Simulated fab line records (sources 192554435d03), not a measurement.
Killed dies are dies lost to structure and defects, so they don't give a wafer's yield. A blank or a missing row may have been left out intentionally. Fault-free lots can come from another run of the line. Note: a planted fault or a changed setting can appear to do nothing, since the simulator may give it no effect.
Chamber matching + flow n5 finfet + N5_BEOL_M3_STRIP_19 on rie diel-02: 4 sister chambers
The step strips in O2. 8 wafers are shown with their chamber, then 7 later ones without.

== EACH WAFER AND ITS CHAMBER ==
| wafer  | chamber | showerhead plenum p Torr (Torr) | drypump motor current A (A) |
|--------|---------|---------------------------------|-----------------------------|
| L086.4 | 1       | 2.03                            | 5.4                         |
| L086.5 | 3       | 2.20                            | 5.8                         |
| L088.5 | 2       | 1.93                            | 5.7                         |
| L088.6 | 1       | 2.02                            | 5.4                         |
| L090.2 | 2       | 1.93                            | 5.7                         |
| L090.5 | 0       | 2.08                            | 5.8                         |
| L093.1 | 0       | 2.07                            | 5.8                         |
| L093.5 | 3       | 2.19                            | 5.9                         |

== WAFERS MISSING THEIR CHAMBER ==
| wafer  | showerhead plenum p Torr (Torr) | drypump motor current A (A) |
|--------|---------------------------------|-----------------------------|
| L093.6 | 2.07                            | 5.8                         |
| L094.2 | 1.92                            | 5.7                         |
| L094.3 | 2.19                            | 5.9                         |
| L094.4 | 2.02                            | 5.4                         |
| L095.2 | 2.07                            | 5.8                         |
| L095.3 | 2.19                            | 5.9                         |
| L095.5 | 2.19                            | 5.9                         |

== THE CHAMBER EACH PASSED THROUGH ==
| wafer  | from the rows above | in truth |
|--------|---------------------|----------|
| L093.6 | 0                   | 0        |
| L094.2 | 2                   | 2        |
| L094.3 | 3                   | 3        |
| L094.4 | 1                   | 1        |
| L095.2 | 0                   | 0        |
| L095.3 | 3                   | 3        |
| L095.5 | 3                   | 3        |
Placed correctly: 7 of 7. Number that these rows cannot place: 0. Placed wrongly: 0.
How it was worked out, from the rows above alone: a wafer's distance from a chamber is the root of the sum, over the readings, of the square of ((its reading less the chamber's mean) divided by the reading's scatter). If the next closest chamber is less than 2 further off than the closest, the wafer can't be placed; otherwise it belongs to the closest. A chamber's mean is the mean of its shown wafers. The scatter is the square root of a quotient: the sum, over the shown wafers, of each reading's squared deviation from its chamber's mean, divided by wafers minus chambers.
